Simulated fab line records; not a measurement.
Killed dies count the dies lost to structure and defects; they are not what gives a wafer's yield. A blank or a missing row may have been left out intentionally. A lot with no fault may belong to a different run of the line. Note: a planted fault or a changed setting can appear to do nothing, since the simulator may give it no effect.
fab line records	flow n5Finfet
record lots=5	wafers=15	lastDay=17
route steps=1938 shown SD_ACTIVATION@331 ILD0@335 PASSIVATION@1936
lots that met no fault: from a run of the same line without faults
startH: start of the lot's first displayed wafer, in hours after the record's first day	waitH: time in hours since the lot's previous step	" identical to the entry in the row above	L1.1+2: a row that stands for several wafers	- value missing, or start not given	* or withheld: withheld	< > ~ a bound
route shown NAME@n: NAME is a module with steps in the file, n the number in the route of the first one	usual: mean/standard deviation of fault-free wafers	same: alike in all rows	chamber/n: place in a boat	sites: readings site by site	_std_site: their standard deviation	_edge_site: the outer-site mean with the inner-site mean subtracted	radiusMm: for every site, how far away it sits from the centre of the wafer	mask NAME#n: copy n	behind: the most recent tool/chamber to have shaped the wafer	hold: the reason the lot was held/the length of the hold in hours/how it ended	device: whichever transistor did not switch (one of n, p or np)	end of line: tests run on the same wafers once the route is complete	a step given without rows: its recipe and nothing more	killed: the dies lost at the first sort to structure and to defects; this is not the yield of the wafer	map: shows each die of a wafer: x if killed, . if not, _ if none is there
set.NAME: the setting that was run; set.NAME@STEP: the one run at that earlier step	model.NAME: the simulator's own value behind a step, which no gauge read
lots seen at some steps along the route; tables by step, rows by wafer
services: the hour from which a tool's chamber was out of use, counted from the record's first day as startH (under 0 if before that day), plus the number of hours and why
## steps
# step N5_SD_ACTIVATION_LSA_01
# recipe tempC=1080	timeS=0.0008	ambient=N2
# usual wafer_temp_C_max=1085.6/1.3
lot.wafer	tool	chamber	startH	waitH	wafer_temp_C_max
L219.1	laserAnneal-01	0	73.66	0.2	1087.0
L219.3	"	0	"	"	1086.4
L219.4	"	0	"	"	1086.4
L220.3	laserAnneal-02	0	74.70	0.2	1084.4
L220.4	"	0	"	"	1086.2
L220.6	"	0	"	"	1086.6
L226.1	laserAnneal-02	0	114.42	0.2	1083.8
L226.2	"	0	"	"	1084.8
L226.4	"	0	"	"	1085.3
L235.1	laserAnneal-01	0	167.14	0.2	1088.4
L235.4	"	0	"	"	1086.1
L235.6	"	0	"	"	1087.1
L239.1	laserAnneal-01	0	192.70	0.2	1086.1
L239.2	"	0	"	"	1085.6
L239.4	"	0	"	"	1087.3
# step N5_SD_ACTIVATION_INSPECT_02
# recipe inspectInstrument=darkfield	mode=postAnneal
# usual rawDefectCount=165/37
lot.wafer	tool	chamber	startH	waitH	rawDefectCount
L219.1	defectInspect-01	-	74.18	0.2	149
L219.3	"	-	"	"	179
L219.4	"	-	"	"	170
L220.3	defectInspect-02	-	75.18	0.1	283
L220.4	"	-	"	"	185
L220.6	"	-	"	"	144
L226.1	defectInspect-01	-	114.94	0.2	133
L226.2	"	-	"	"	150
L226.4	"	-	"	"	175
L235.1	defectInspect-02	-	167.66	0.2	186
L235.4	"	-	"	"	225
L235.6	"	-	"	"	261
L239.1	defectInspect-01	-	193.22	0.2	147
L239.2	"	-	"	"	144
L239.4	"	-	"	"	118
# step N5_ILD0_LINER_00
# recipe material=SiNx	targetThkA=40	tempC=400	aldPrecursorFamily=SiH2I2	aldCoReactant=N2/H2-plasma	pulseTimeS=1	purgeTimeS=2	coReactantPurgeTimeS=2	aldCycles=80	pressureTorr=2
# usual heaterPowerW=811/79	precursorPulseHeightRel=1.002/0.019
lot.wafer	tool	chamber	startH	waitH	heaterPowerW	precursorPulseHeightRel
L219.1	aldSin-03	0	74.22	0.0	872	1.031
L219.3	"	1	"	"	849	0.970
L219.4	"	2	"	"	788	1.000
L220.3	aldSin-02	0	75.21	0.0	732	1.022
L220.4	"	2	"	"	861	0.966
L220.6	"	3	"	"	690	0.995
L226.1	aldSin-01	1	115.45	0.5	738	0.988
L226.2	"	2	"	"	895	0.993
L226.4	"	3	"	"	725	1.006
L235.1	aldSin-01	1	168.06	0.4	731	0.981
L235.4	"	3	"	"	718	0.968
L235.6	"	0	"	"	925	1.002
L239.1	aldSin-01	0	193.26	0.0	900	1.007
L239.2	"	2	"	"	901	1.038
L239.4	"	3	"	"	754	1.002
# step N5_ILD0_FCVD_FILL_01
# recipe material=SiO2_flowable	targetThkA=2000	tempC=100	pressureTorr=0.8	rfW=2000	timeS=328.3
# step N5_ILD0_CURE_02
# recipe tempC=450	timeS=1800	ambient=steam	idleTempC=400	rampUpCPerMin=5	rampDownCPerMin=3	densificationPH2oTorr=640
# step N5_ILD0_CMP_03
# recipe stopOn=SiNx	tOverpolishS=1.9	postCmpClean=alkalineBrush	downForcePsi=4.1491	platenRpm=51.796	padVelocityMS=1.0306	targetThkNm=197.38
# usual motorCurrentA=12.6/1.1	overpolishRunS=1.899/0.0093	slurryFlowMlMin=150.0/0.5	timeToEndpointS=72/5.6
# same tOverpolishS=1.9
lot.wafer	tool	chamber	startH	waitH	motorCurrentA	overpolishRunS	slurryFlowMlMin	timeToEndpointS
L219.4	cmp-04	1	76.59	0.0	12.5	1.912	149.9	83
L219.1	"	2	"	"	13.0	1.893	149.2	67
L219.3	"	0	"	"	12.4	1.899	150.2	74
L220.3	cmp-01	2	77.58	0.0	10.9	1.921	150.6	65
L220.4	"	0	"	"	13.0	1.902	149.7	61
L220.6	"	2	"	"	10.5	1.899	151.3	70
L226.2	cmp-04	1	117.81	0.0	12.0	1.902	149.2	84
L226.1	"	2	"	"	13.4	1.917	150.2	66
L226.4	"	0	"	"	12.0	1.886	149.8	73
L235.4	cmp-01	2	170.42	0.0	10.9	1.882	150.0	70
L235.1	"	1	"	"	14.4	1.903	149.9	70
L235.6	"	3	"	"	12.6	1.909	150.1	71
L239.1	cmp-03	2	195.68	0.1	11.1	1.904	150.3	71
L239.4	"	3	"	"	11.9	1.893	150.1	74
L239.2	"	0	"	"	12.5	1.889	149.7	78
# step N5_ILD0_THK_MEAS_04
# usual thkNm=197.3/1.7
lot.wafer	tool	chamber	startH	waitH	thkNm
L219.1	filmMetro-02	-	76.88	-	196.2
L219.3	"	-	"	"	199.3
L219.4	"	-	"	"	198.9
L220.3	filmMetro-02	-	77.87	-	196.9
L220.4	"	-	"	"	198.4
L220.6	"	-	"	"	198.7
L226.1	filmMetro-02	-	118.11	-	195.9
L226.2	"	-	"	"	198.6
L226.4	"	-	"	"	198.3
L235.1	filmMetro-01	-	170.72	-	198.4
L235.4	"	-	"	"	198.5
L235.6	"	-	"	"	197.4
L239.1	filmMetro-01	-	195.93	-	195.6
L239.2	"	-	"	"	198.0
L239.4	"	-	"	"	196.1
# step N5_ILD0_CMP_07
# recipe stopOn=poly-Si	material=SiO2_flowable	tOverpolishS=1.18	postCmpClean=alkalineBrush	downForcePsi=4.1491	platenRpm=51.796	padVelocityMS=1.0306	targetThkNm=138.88
# usual motorCurrentA=12.6/1.2	slurryFlowMlMin=150.0/0.49
# same tOverpolishS=1.18
lot.wafer	tool	chamber	startH	waitH	motorCurrentA	slurryFlowMlMin
L219.4	cmp-04	0	76.91	0.0	11.8	149.5
L219.1	"	1	"	"	12.9	149.5
L219.3	"	2	"	"	12.9	149.5
L220.4	cmp-03	3	77.94	0.1	12.1	150.1
L220.3	"	0	"	"	13.0	149.7
L220.6	"	2	"	"	11.1	149.7
L226.4	cmp-03	2	118.14	0.0	11.0	150.5
L226.1	"	0	"	"	12.5	150.4
L226.2	"	1	"	"	14.9	149.4
L235.1	cmp-01	2	170.78	0.1	10.5	150.0
L235.4	"	0	"	"	12.3	149.9
L235.6	"	1	"	"	14.1	149.8
L239.2	cmp-04	0	195.96	0.0	13.4	149.6
L239.4	"	1	"	"	12.8	150.7
L239.1	"	3	"	"	12.2	149.9
# step N5_ILD0_THK_MEAS_08
# usual thkNm=139.5/1.6
lot.wafer	tool	chamber	startH	waitH	thkNm
L219.1	filmMetro-02	-	77.21	-	141.8
L219.3	"	-	"	"	137.2
L219.4	"	-	"	"	139.2
L220.3	filmMetro-01	-	78.20	-	140.8
L220.4	"	-	"	"	140.0
L220.6	"	-	"	"	138.0
L226.1	filmMetro-01	-	118.43	-	140.8
L226.2	"	-	"	"	140.5
L226.4	"	-	"	"	139.5
L235.1	filmMetro-01	-	171.04	-	140.1
L235.4	"	-	"	"	137.3
L235.6	"	-	"	"	140.1
L239.1	filmMetro-01	-	196.26	-	139.9
L239.2	"	-	"	"	140.3
L239.4	"	-	"	"	142.9
# step N5_ILD0_PRECLEAN_10
# recipe chemistry=NF3:NH3	afsCycles=5	timeS=20	tempC=30	sublimationTempC=180	sublimationTimeS=60	pressureTorr=3	rfPowerW=30
# step N5_ILD0_ALD_15
# recipe material=SiNx	targetThkA=240	tempC=400	aldPrecursorFamily=SiH2I2	aldCoReactant=N2/H2-plasma	pulseTimeS=1	aldCycles=480	purgeTimeS=2	coReactantPurgeTimeS=2	pressureTorr=2
# usual aldCycles=480/0	heaterPowerW=804/67	precursorPulseHeightRel=1.002/0.021
lot.wafer	tool	chamber	startH	waitH	aldCycles	heaterPowerW	precursorPulseHeightRel	model.SiNx_of_ILD0_ALD_15.thkNm
L219.1	aldSin-02	3	78.03	0.7	480	700	0.972	23.8
L219.3	"	0	"	"	480	710	1.032	24.4
L219.4	"	1	"	"	480	797	0.996	24
L220.3	aldSin-03	2	78.92	0.4	480	769	0.990	24
L220.4	"	3	"	"	480	821	1.026	24.2
L220.6	"	2	80.00	1.1	480	781	1.001	24
L226.1	aldSin-02	1	119.15	0.6	168	805	0.967	8.2
L226.2	"	2	"	"	480	868	1.010	24
L226.4	"	3	"	"	480	686	0.997	23.6
L235.1	aldSin-03	1	171.76	0.6	480	851	1.028	24
L235.4	"	0	"	"	480	853	0.971	23.8
L235.6	"	2	172.85	1.1	480	792	1.028	24
L239.1	aldSin-03	3	196.99	0.6	480	825	0.982	24.2
L239.2	"	0	"	"	480	872	1.028	24
L239.4	"	0	198.07	1.3	480	861	1.023	24
# step N5_ILD0_CMP_12
# recipe stopOn=poly-Si	material=SiNx	tOverpolishS=6	postCmpClean=alkalineBrush	downForcePsi=2.5	platenRpm=51.8	padVelocityMS=1.0307	targetThkNm=17.67
# usual motorCurrentA=9.2/0.85	slurryFlowMlMin=150.0/0.48	timeToEndpointS=31/3.9
lot.wafer	tool	chamber	startH	waitH	motorCurrentA	slurryFlowMlMin	timeToEndpointS	model.SiNx_of_ILD0_ALD_15.thkNm
L219.3	cmp-04	0	80.23	1.1	9.2	149.9	30	19.6
L219.4	"	1	"	"	9.5	150.2	36	22.4
L219.1	"	2	"	"	10.0	150.1	25	16.6
L220.3	cmp-03	1	81.12	1.1	9.8	149.6	29	18.8
L220.4	"	2	"	"	8.5	150.1	29	18.4
L220.6	"	2	"	"	8.1	149.6	27	18
L226.1	cmp-01	0	121.35	1.1	8.7	150.3	6	8.2
L226.2	"	1	"	"	10.5	149.6	29	18.6
L226.4	"	3	"	"	9.0	150.3	30	19
L235.4	cmp-04	2	174.01	1.2	10.3	149.3	26	15.2
L235.1	"	0	"	"	9.1	150.7	30	18.2
L235.6	"	1	"	"	9.4	150.2	39	20.8
L239.4	cmp-04	2	199.19	0.0	9.3	150.0	23	16.8
L239.2	"	3	"	"	8.9	149.9	29	19
L239.1	"	1	"	"	9.9	148.9	36	21.6
# step N5_ILD0_THK_MEAS_13
# usual thkNm=18.5/1.6
lot.wafer	tool	chamber	startH	waitH	thkNm
L219.1	filmMetro-02	-	80.52	-	16.5
L219.3	"	-	"	"	19.6
L219.4	"	-	"	"	22.3
L220.3	filmMetro-02	-	81.41	-	18.8
L220.4	"	-	"	"	18.3
L220.6	"	-	"	"	17.9
L226.1	filmMetro-01	-	121.65	-	8.3
L226.2	"	-	"	"	18.5
L226.4	"	-	"	"	18.9
L235.1	filmMetro-01	-	174.27	-	18.2
L235.4	"	-	"	"	15.2
L235.6	"	-	"	"	20.7
L239.1	filmMetro-01	-	199.48	-	21.6
L239.2	"	-	"	"	19.1
L239.4	"	-	"	"	16.8
# step N5_ILD0_INSPECT_06
# recipe inspectInstrument=darkfield	mode=postCmp
# usual rawDefectCount=35/14
lot.wafer	tool	chamber	startH	waitH	rawDefectCount
L219.1	defectInspect-02	-	80.55	0.0	20
L219.3	"	-	"	"	45
L219.4	"	-	"	"	40
L220.3	defectInspect-02	-	81.44	0.0	33
L220.4	"	-	"	"	59
L220.6	"	-	"	"	33
L226.1	defectInspect-02	-	121.67	0.0	22
L226.2	"	-	"	"	42
L226.4	"	-	"	"	41
L235.1	defectInspect-02	-	174.29	0.0	83
L235.4	"	-	"	"	45
L235.6	"	-	"	"	37
L239.1	defectInspect-02	-	199.51	0.0	13
L239.2	"	-	"	"	25
L239.4	"	-	"	"	41
# step N5_PASSIVATION_PROBE_49
# usual killed_at_M0_to_M3=35/11	killed_at_M4_up=13/5.7	killedAtContacts=12/5.7	killedAtFrontEnd=40/11	killedAtOther=4/4.4	killedDies=105/18	killedOnRim=14/3.9	killedOpen=68/14	killedShort=34/7.4
# same grossDies=1180	killedAtBackSide=0
lot.wafer	tool	chamber	startH	waitH	killed_at_M0_to_M3	killed_at_M4_up	killedAtContacts	killedAtFrontEnd	killedAtOther	killedDies	killedOnRim	killedOpen	killedShort
L220.3	prober-01	-	268.84	0.1	51	13	9	48	1	122	15	83	37
L220.4	prober-01	-	268.89	0.2	40	24	16	52	3	135	24	99	35
L220.6	prober-01	-	268.99	0.3	56	12	4	48	6	126	12	86	38
L226.1	prober-02	-	319.57	0.0	29	11	4	41	1	86	12	57	26
L226.2	prober-02	-	319.62	0.1	20	18	8	39	17	102	18	62	24
L226.4	prober-02	-	319.72	0.2	23	8	17	33	283	364	139	58	22
# killed by level:class
L220.3 STI_FIN_REVEAL:geometricParticle:open=16 BEOL_M1:geometricParticle:open=16 BEOL_M0_SAQP:geometricParticle:short=9 DUMMY_GATE:geometricParticle:open=7 BEOL_M2:geometricParticle:open=7 FIN_SAQP:geometricParticle:short=6 BEOL_M4:geometricParticle:open=6 BEOL_M0_SAQP:geometricParticle:open=6
L220.4 STI_FIN_REVEAL:geometricParticle:open=15 FIN_SAQP:geometricParticle:open=14 MOL_CONTACT_COAG:geometricParticle:open=14 BEOL_M4:geometricParticle:open=13 BEOL_M3:geometricParticle:open=12 BEOL_M0_SAQP:geometricParticle:short=11 BEOL_M0_SAQP:geometricParticle:open=8 STARTING-WAFER:geometricParticle:short=7
L220.6 BEOL_M3:geometricParticle:open=22 STI_FIN_REVEAL:geometricParticle:open=15 BEOL_M0_SAQP:geometricParticle:short=14 FIN_SAQP:geometricParticle:open=10 BEOL_M0_SAQP:geometricParticle:open=9 BEOL_M4:geometricParticle:open=7 DUMMY_GATE:geometricParticle:open=5 GATE_CUT:geometricParticle:short=4
L226.1 FIN_SAQP:geometricParticle:open=13 BEOL_M0_SAQP:geometricParticle:open=9 BEOL_M0_SAQP:geometricParticle:short=8 FIN_SAQP:geometricParticle:short=6 STI_FIN_REVEAL:geometricParticle:open=6 BEOL_M3:geometricParticle:open=5 BEOL_M5:geometricParticle:open=5 BEOL_M2:geometricParticle:open=4
L226.2 STI_FIN_REVEAL:geometricParticle:open=19 PASSIVATION:areaEtch=16 BEOL_M4:geometricParticle:open=8 MOL_CONTACT_COAG:geometricParticle:open=5 BEOL_M2:geometricParticle:open=5 FIN_SAQP:geometricParticle:open=4 STI_FIN_REVEAL:geometricParticle:short=4 GATE_CUT:geometricParticle:open=4
L226.4 PASSIVATION:areaEtch=282 MOL_CONTACT_COAG:geometricParticle:open=15 FIN_SAQP:geometricParticle:open=9 STI_FIN_REVEAL:geometricParticle:open=7 BEOL_M0_SAQP:geometricParticle:open=7 BEOL_M0_SAQP:geometricParticle:short=5 BEOL_M3:geometricParticle:open=4 STI_FIN_REVEAL:geometricParticle:short=3
## services
tool	chamber	startH	hours	kind
cmp-03	-	50.71	6.3	pm
cmp-03	-	68.20	0.2	repair
aldSin-02	1	69.29	7.8	repair
laserAnneal-02	-	79.48	4.3	pm
aldSin-01	0	80.20	20.4	repair
cmp-01	-	84.84	16.2	pm
aldSin-03	0	126.03	3.6	repair
cmp-04	-	126.13	0.8	repair
aldSin-01	1	129.96	14.0	repair
cmp-04	-	133.17	4.0	pm
cmp-03	-	134.08	1.0	repair
cmp-04	-	137.17	-	consumableReplace:conditioner
cmp-04	-	137.17	-	consumableReplace:pad
aldSin-02	1	152.20	10.6	repair
laserAnneal-01	-	171.54	1.6	pm
cmp-03	-	173.25	0.5	repair
aldSin-01	-	176.92	14.0	pm
aldSin-01	0	176.92	14.0	ventCycle
aldSin-01	1	176.92	14.0	ventCycle
aldSin-01	2	176.92	14.0	ventCycle
aldSin-01	3	176.92	14.0	ventCycle
cmp-03	-	178.69	1.7	repair
aldSin-03	1	186.99	105.9	repair
aldSin-01	0	190.92	-	clean
## key
firstSign step=N5_ILD0_ALD_15	reading=aldCycles	direction=down	sigmas=99+	usual=*	struck=*
effect step=N5_ILD0_CMP_12	reading=timeToEndpointS	direction=down	sigmas=6.4	usual=*	struck=*
effect step=N5_ILD0_THK_MEAS_13	reading=thkNm	direction=down	sigmas=6.2	usual=*	struck=*
modelEffect step=N5_ILD0_ALD_15	value=SiNx_of_ILD0_ALD_15.thkNm	without=23.8	struck=8.2
modelEffect step=N5_ILD0_CMP_12	value=SiNx_of_ILD0_ALD_15.thkNm	without=16.6	struck=8.2
metAt N5_ILD0_ALD_15
struckWafers L226.1
testerLeftOut L226
baselineLoss step=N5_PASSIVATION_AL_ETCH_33	wafers=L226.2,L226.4
onsetBetween 78.03 119.15
fault kind=processParameterDrift	tool=aldSin-02	chamber=-	onsetH=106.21	steps=N5_ILD0_ALD_15	channel=aldCycles	offset=*	shape=step	endH=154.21	scope=struckWafersOnly	actsIn=*	stated=*
# testerLeftOut: of these lots the tester's yield and bins aren't shown, on N5 and GAA mostly nor the transistor test; their killed dies are dies lost to structure and defects alone, not to doping, threshold or leakage, so they don't give the yield
# baselineLoss: these wafers lose ten dies or more at that step, a loss of the line's own and not of a fault; the sort's usual values leave them out
